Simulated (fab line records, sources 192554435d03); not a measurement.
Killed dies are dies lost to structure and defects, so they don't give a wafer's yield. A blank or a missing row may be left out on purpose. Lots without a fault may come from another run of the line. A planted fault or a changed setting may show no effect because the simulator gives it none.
Which tool did it? | flow n5_finfet | 12 lots, 35 wafers sampled, at 3 steps of a route of 1938

WHAT THE GAUGES READ, wafer by wafer
N5_WELL_APT_CD_MEAS_25: target cd 200 nm. Usual: cd_nm 200.6 nm, standard deviation 2.5.
lot  | measured    | on        | cd_nm (nm)        | flag
L628 | day 1 15:26 | cd_sem-01 | 199.4 201.3 202.7 |
L629 | day 1 21:28 | cd_sem-03 | 201.0 203.3 205.4 |
L630 | day 2 02:49 | cd_sem-01 | 204.8 205.5 202.7 |
L631 | day 2 08:50 | cd_sem-02 | 201.0 202.4 204.1 |
L633 | day 2 21:29 | cd_sem-02 | 198.3 199.2 197.1 |
L640 | day 4 14:56 | cd_sem-02 | 204.4 201.4 201.2 |
L641 | day 4 20:49 | cd_sem-01 | 199.0 199.9 199.0 |
L642 | day 5 03:10 | cd_sem-03 | 202.5 203.2 200.1 |
L645 | day 5 21:18 | cd_sem-01 | 203.0 201.2 203.7 |
L646 | day 6 03:17 | cd_sem-01 | 200.5 201.1       |
L648 | day 6 15:38 | cd_sem-02 | 196.8 197.4 195.6 |
L649 | day 6 20:58 | cd_sem-02 | 200.5 199.7 200.6 |

N5_PMOS_HMC_CHANNEL_EPI_CD_MEAS_09: target cd 237.4 nm. Usual: cd_nm 236.4 nm, standard deviation 0.97.
lot  | measured    | on        | cd_nm (nm)        | flag
L628 | day 1 17:47 | cd_sem-01 | 237.6 234.4 236.3 |
L629 | day 1 23:34 | cd_sem-03 | 236.1 236.9 237.0 |
L630 | day 2 05:01 | cd_sem-02 | 236.2 235.9 235.3 |
L631 | day 2 11:06 | cd_sem-03 | 235.9 235.9 236.7 |
L633 | day 3 00:08 | cd_sem-03 | 238.1 236.7 237.5 |
L640 | day 4 17:25 | cd_sem-02 | 237.4 237.6 234.7 |
L641 | day 4 23:46 | cd_sem-03 | 237.9 238.7 238.9 |
L642 | day 5 05:28 | cd_sem-01 | 238.1 238.0 235.9 |
L645 | day 5 23:28 | cd_sem-03 | 236.8 237.8 235.9 |
L646 | day 6 05:29 | cd_sem-03 | 237.0 236.3       |
L648 | day 6 18:01 | cd_sem-02 | 236.4 236.9 235.7 |
L649 | day 7 00:02 | cd_sem-01 | 234.6 233.8 236.1 |

WHICH TOOL RAN EACH LOT (tool, then ch and the chambers of the sampled wafers, then the start)
lot  | N5_WELL_APT_RTA_34
L628 | rtp_anneal-01 ch 0, day 1 16:29
L629 | rtp_anneal-02 ch 0, day 1 22:22
L630 | rtp_anneal-02 ch 0, day 2 03:51
L631 | rtp_anneal-01 ch 0, day 2 09:43
L633 | rtp_anneal-01 ch 0, day 2 22:37
L640 | rtp_anneal-01 ch 0, day 4 16:05
L641 | rtp_anneal-01 ch 0, day 4 22:15
L642 | rtp_anneal-02 ch 0, day 5 04:17
L645 | rtp_anneal-02 ch 0, day 5 22:10
L646 | rtp_anneal-01 ch 0, day 6 04:11
L648 | rtp_anneal-02 ch 0, day 6 16:29
L649 | rtp_anneal-01 ch 0, day 6 22:30
- N5_WELL_APT_RTA_34: time 10 s.

WHAT THE TOOLS THEMSELVES READ (means of the sampled wafers that have a number; where no wafer has one, the mark that the record gives instead)
N5_WELL_APT_RTA_34. Usual: lamp_power_pct 13.00 %, standard deviation 0.049; wafer_temp_C_max 1003.5, standard deviation 0.95.
lot  | tool          | lamp_power_pct (%) | wafer_temp_C_max | flag
L628 | rtp_anneal-01 | 13.00              | 1003.7           |
L629 | rtp_anneal-02 | 12.98              | 1003.4           |
L630 | rtp_anneal-02 | 12.95              | 1002.7           |
L631 | rtp_anneal-01 | 13.01              | 1003.5           |
L633 | rtp_anneal-01 | 12.99              | 1003.8           |
L640 | rtp_anneal-01 | 12.97              | 1003.2           |
L641 | rtp_anneal-01 | 12.99              | 1003.1           |
L642 | rtp_anneal-02 | 12.99              | 1004.3           |
L645 | rtp_anneal-02 | 13.02              | 1003.2           |
L646 | rtp_anneal-01 | 13.01              | 1002.9           |
L648 | rtp_anneal-02 | 12.98              | 1003.4           |
L649 | rtp_anneal-01 | 13.04              | 1004.0           |

THE ANSWER, worked out from the rows above alone
Rule: a lot is off if the mean of its wafers that have a number lies more than 3 standard deviations from the usual mean. A lot without any number at a reading at which 4 lots or more have one is off too. The other lots that the step has rows for count as sound. The gauges are gone through in route order, then the tools' own readings, and for those a lot's mean is taken as printed above. The first step at which some lot is off is used, and at that step the reading that is off furthest; a lot without a number counts as furthest.
No lot is off at any reading shown: from this, nothing can be told.

WHAT THE SIMULATOR HAD PUT IN
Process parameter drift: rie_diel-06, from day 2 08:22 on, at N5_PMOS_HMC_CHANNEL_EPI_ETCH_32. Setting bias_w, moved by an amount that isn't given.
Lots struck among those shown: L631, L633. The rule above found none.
